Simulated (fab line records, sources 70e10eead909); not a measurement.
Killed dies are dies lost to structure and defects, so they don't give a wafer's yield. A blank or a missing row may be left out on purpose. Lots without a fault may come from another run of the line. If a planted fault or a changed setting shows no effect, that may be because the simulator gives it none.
Chamber matching	flow nand_harc	NHARC_A_STAIRCASE_ALD_420 on ald_hk-01 has 4 sister chambers
The step deposits SiO2, target thk 20 nm, pulse time 6 s, ald cycles 200. 18 wafers are shown with their chamber, then 9 later ones without.

## WAFERS PAIRED WITH THEIR CHAMBERS
wafer	chamber	heater_power_w (W)	precursor_pulse_height_rel
L076.3	2	538	1.010
L076.4	0	473	0.979
L076.5	2	534	0.962
L076.1	1	409	0.990
L076.2	3	454	0.997
L076.6	3	446	0.994
L083.2	0	452	0.959
L083.4	1	414	0.976
L083.5	3	455	0.981
L087.2	3	456	1.004
L087.3	0	467	0.988
L087.6	1	409	0.990
L087.1	1	413	0.995
L087.4	2	543	1.031
L087.5	0	458	1.007
L085.1	2	541	0.965
L085.3	1	406	0.989
L085.6	3	457	1.005

SIGNATURES, as means of the wafers listed above
reading	chamber 0	chamber 1	chamber 2	chamber 3	scatter within a chamber
heater_power_w	462.50	410.20	539.00	453.60	5.52
precursor_pulse_height_rel	0.98325	0.98800	0.99200	0.99620	0.0194
Rule: a wafer lies at a distance from a chamber equal to the root of the sum of squares, over the readings, of (its reading less the chamber's mean, divided by the reading's scatter). If the next closest chamber is less than 2 further off than the closest, the wafer can't be placed; otherwise it belongs to the closest. How the scatter is found: for the shown wafers, subtract from each reading the mean of its chamber, square and add these, divide the total by (wafers less chambers), then take the root.

## WAFERS WHOSE CHAMBER IS MISSING
wafer	heater_power_w (W)	precursor_pulse_height_rel
L094.4	458	1.004
L094.5	459	1.009
L094.6	489	0.986
L094.1	406	1.027
L094.2	466	0.978
L094.3	542	1.019
L097.3	473	0.992
L097.4	476	1.014
L097.6	540	0.957

## WHICH CHAMBER EACH ONE RAN IN
wafer	from the rows above	in truth
L094.4	can't be placed: 3 or 0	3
L094.5	can't be placed: 3 or 0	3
L094.6	can't be placed: 0 or 3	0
L094.1	1	1
L094.2	can't be placed: 0 or 3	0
L094.3	2	2
L097.3	can't be placed: 0 or 3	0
L097.4	can't be placed: 0 or 3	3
L097.6	2	2
Correctly placed: 3 of 9. Unplaceable from these rows: 6, with the true chamber sitting among the candidates in 6. Number placed wrongly: 0.
